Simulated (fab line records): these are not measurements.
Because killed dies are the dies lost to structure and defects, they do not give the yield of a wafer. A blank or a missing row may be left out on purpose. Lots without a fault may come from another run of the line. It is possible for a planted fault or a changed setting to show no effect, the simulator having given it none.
Which tool was responsible? | flow nandHarc | Sampling: 12 lots, 35 wafers, 5 of 1302 route steps

## WHAT THE GAUGES READ, wafer by wafer
NHARC_A_SGD_CUT_THK_MEAS_22: measures by ellipsometry.
lot  | measured     | on           | thkNm (nm)
L690 | day 19 14:39 | filmMetro-01 | 149.2 147.1 148.4
L695 | day 22 11:22 | filmMetro-02 | 135.5 147.6 148.2
L694 | day 22 17:47 | filmMetro-02 | 147.8 147.9 136.4
L696 | day 23 05:31 | filmMetro-01 | 140.3 149.4
L705 | day 26 00:37 | filmMetro-01 | 149.7 146.7 147.6
L704 | day 26 07:51 | filmMetro-01 | 147.3 146.6 147.3
L706 | day 26 16:22 | filmMetro-02 | 146.9 148.4 149.4
L707 | day 27 14:37 | filmMetro-02 | 148.1 146.1 147.5
L708 | day 28 13:26 | filmMetro-01 | 148.3 147.1 148.1
L711 | day 28 17:54 | filmMetro-01 | 149.6 148.8 146.7
L710 | day 28 18:02 | filmMetro-02 | 147.9 150.6 149.8
L709 | day 28 18:03 | filmMetro-01 | 148.0 148.1 146.0

## WHAT TOOL EACH LOT RAN ON (gives the tool, then ch and the chambers of the sampled wafers, and finally the start)
lot  | NHARC_A_STAIRCASE_STRIP_475                  | NHARC_A_STAIRCASE_DEP_471       | NHARC_A_STAIRCASE_CMP_472     | NHARC_A_SGD_CUT_DEP_20
L690 | rieDiel-12 ch 0,2,3, day 19 06:47 or earlier | pecvd-03 ch 1,2, day 19 06:47   | cmp-01 ch 0,1,3, day 19 07:07 | fcvd-02 ch 1, day 19 09:22
L695 | rieDiel-12 ch 0,3, day 22 03:06 or earlier   | pecvd-02 ch 0,2, day 22 03:06   | cmp-01 ch 0,1,3, day 22 03:23 | fcvd-02 ch 0,1, day 22 06:25
L694 | rieDiel-13 ch 1,2,3, day 22 10:20 or earlier | pecvd-02 ch 1,2, day 22 10:20   | cmp-02 ch 1,2,3, day 22 10:36 | fcvd-02 ch 0,1, day 22 12:54
L696 | rieDiel-12 ch 0,1, day 22 21:43 or earlier   | pecvd-03 ch 0,2, day 22 21:43   | cmp-02 ch 0,1, day 22 22:01   | fcvd-02 ch 0,1, day 23 00:34
L705 | rieDiel-03 ch 1,2,3, day 25 16:37 or earlier | pecvd-04 ch 0,1, day 25 16:37   | cmp-04 ch 0,1, day 25 16:55   | fcvd-02 ch 1, day 25 19:22
L704 | rieDiel-12 ch 0,2, day 26 00:10 or earlier   | pecvd-03 ch 0,1, day 26 00:10   | cmp-04 ch 0,3, day 26 00:22   | fcvd-02 ch 0,1, day 26 02:52
L706 | rieDiel-13 ch 0,1, day 26 08:46 or earlier   | pecvd-03 ch 1,2, day 26 08:46   | cmp-02 ch 0,1,3, day 26 09:02 | fcvd-02 ch 0,1, day 26 11:31
L707 | rieDiel-03 ch 0,3, day 27 04:52              | pecvd-04 ch 0,1,2, day 27 05:01 | cmp-02 ch 2,3, day 27 05:16   | fcvd-01 ch 0,1, day 27 07:44
L708 | rieDiel-12 ch 1,3, day 28 02:10 or earlier   | pecvd-04 ch 0,1,2, day 28 02:10 | cmp-02 ch 1,2, day 28 02:26   | fcvd-02 ch 0,1, day 28 04:56
L711 | rieDiel-12 ch 0,1,2, day 28 09:32 or earlier | pecvd-02 ch 0,1,2, day 28 09:32 | cmp-02 ch 1,3, day 28 09:48   | fcvd-01 ch 0,1, day 28 12:44
L710 | rieDiel-03 ch 0,1,3, day 28 09:43 or earlier | pecvd-03 ch 0,1, day 28 09:43   | cmp-01 ch 1,3, day 28 10:01   | fcvd-02 ch 0, day 28 12:30
L709 | rieDiel-13 ch 0,3, day 28 10:47 or earlier   | pecvd-03 ch 0,1,2, day 28 10:47 | cmp-02 ch 0,2,3, day 28 11:01 | fcvd-01 ch 0,1, day 28 13:35
- NHARC_A_STAIRCASE_STRIP_475: strips in O2, time 20 s.
- NHARC_A_STAIRCASE_DEP_471: deposits SiO2, target thk 100 nm.
- NHARC_A_STAIRCASE_CMP_472: polishes SiO2.
- NHARC_A_SGD_CUT_DEP_20: deposits SiO2, target thk 150 nm.

## AS READ BY THE TOOLS THEMSELVES (means over the sampled wafers that have a number; for cases with no such wafer, the mark the record gives instead)
NHARC_A_STAIRCASE_STRIP_475.
lot  | tool       | chamberPressureMTorr (mTorr) | drypumpMotorCurrentA (A) | o2FlowSccm (sccm) | oesProductAu (a.u.) | rfVppV (V) | showerheadPlenumPTorr (Torr) | throttleValvePct (%)
L690 | rieDiel-12 | 60.02                        | 5.8                      | 500.0             | 1.003               | 58.3       | 3.50                         | 17.046
L695 | rieDiel-12 | 60.01                        | 5.7                      | 498.5             | 1.004               | 56.8       | 3.39                         | 17.039
L694 | rieDiel-13 | 60.00                        | 5.9                      | 499.3             | 1.011               | 57.7       | 3.36                         | 17.044
L696 | rieDiel-12 | 59.96                        | 5.5                      | 499.4             | 1.004               | 57.0       | 3.30                         | 17.042
L705 | rieDiel-03 | 59.94                        | 5.6                      | 500.5             | 0.993               | 57.7       | 3.55                         | 17.038
L704 | rieDiel-12 | 59.97                        | 5.9                      | 500.3             | 0.991               | 57.4       | 3.51                         | 17.036
L706 | rieDiel-13 | 60.01                        | 5.5                      | 500.5             | 0.997               | 57.1       | 3.61                         | 17.027
L707 | rieDiel-03 | 60.00                        | 5.4                      | 500.2             | 0.999               | 57.7       | 3.49                         | 17.034
L708 | rieDiel-12 | 60.01                        | 5.6                      | 499.6             | 1.004               | 58.1       | 3.71                         | 17.032
L711 | rieDiel-12 | 60.00                        | 5.7                      | 501.3             | 0.998               | 57.8       | 3.57                         | 17.041
L710 | rieDiel-03 | 59.99                        | 5.4                      | 500.4             | 0.999               | 57.9       | 3.56                         | 17.035
L709 | rieDiel-13 | 60.03                        | 5.5                      | 499.9             | 0.986               | 57.1       | 3.46                         | 17.034

NHARC_A_STAIRCASE_DEP_471.
lot  | tool     | heaterPowerOuterW (W) | heaterPowerW (W) | showerheadVppV (V) | throttleValvePct (%)
L690 | pecvd-03 | 283                   | 501              | 1802               | 15.3
L695 | pecvd-02 | 277                   | 532              | 1852               | 15.6
L694 | pecvd-02 | 273                   | 475              | 1675               | 15.6
L696 | pecvd-03 | 284                   | 511              | 1854               | 16.1
L705 | pecvd-04 | 324                   | 590              | 1849               | 15.6
L704 | pecvd-03 | 170                   | 396              | 1794               | 16.7
L706 | pecvd-03 | 270                   | 533              | 1765               | 15.7
L707 | pecvd-04 | 320                   | 574              | 1854               | 15.8
L708 | pecvd-04 | 309                   | 551              | 1865               | 15.6
L711 | pecvd-02 | 306                   | 549              | 1804               | 15.8
L710 | pecvd-03 | 197                   | 436              | 1795               | 16.9
L709 | pecvd-03 | 232                   | 465              | 1805               | 16.2

NHARC_A_STAIRCASE_CMP_472.
lot  | tool   | motorCurrentA (A) | padLifeWafers
L690 | cmp-01 | 11.9              | 194
L695 | cmp-01 | 11.6              | 110
L694 | cmp-02 | 11.5              | 289
L696 | cmp-02 | 10.9              | 349
L705 | cmp-04 | 11.3              | 410
L704 | cmp-04 | 11.8              | 428
L706 | cmp-02 | 11.4              | 356
L707 | cmp-02 | 12.1              | 2
L708 | cmp-02 | 10.9              | 74
L711 | cmp-02 | 11.2              | 116
L710 | cmp-01 | 12.5              | 284
L709 | cmp-02 | 12.7              | 128

## THE ANSWER, worked out from the rows above alone
Rule: usual is defined by the lots themselves. Put in order of their means at a reading, lots are off if they are a third of the lots or fewer, leave a main group of 4 or more, and stand apart from it by a gap of 3 or more times the standard deviation of the main group's means; of several such gaps the widest counts. If all means in a main group match to the digits the tables above print for the reading, that group is not used. Also off: a lot with no number at a reading for which 4 or more lots have one. Where the step has rows for the other lots, those lots are counted as sound. Order of review: gauges by route order, followed by the tools' own readings, for which a lot's mean as printed above is used. The first step at which some lot is off is used, and at that step the reading that is off furthest; a lot without a number counts as furthest.
Off: L695, L694, L696, at NHARC_A_SGD_CUT_THK_MEAS_22 (thkNm). The main group: mean 148.0 nm, standard deviation 0.68.
If a tool, at a process step before that reading, ran all the lots that are off and no sound lot after the first of them, it fits. Those tools and the gauges at NHARC_A_SGD_CUT_THK_MEAS_22 are tried in the same way. Because NHARC_A_STAIRCASE_STRIP_475 lacks a start for some lots, the hours and order of its lots are taken from NHARC_A_STAIRCASE_DEP_471. No candidate that was tried fits.

## WHAT THE SIMULATOR HAD PUT IN
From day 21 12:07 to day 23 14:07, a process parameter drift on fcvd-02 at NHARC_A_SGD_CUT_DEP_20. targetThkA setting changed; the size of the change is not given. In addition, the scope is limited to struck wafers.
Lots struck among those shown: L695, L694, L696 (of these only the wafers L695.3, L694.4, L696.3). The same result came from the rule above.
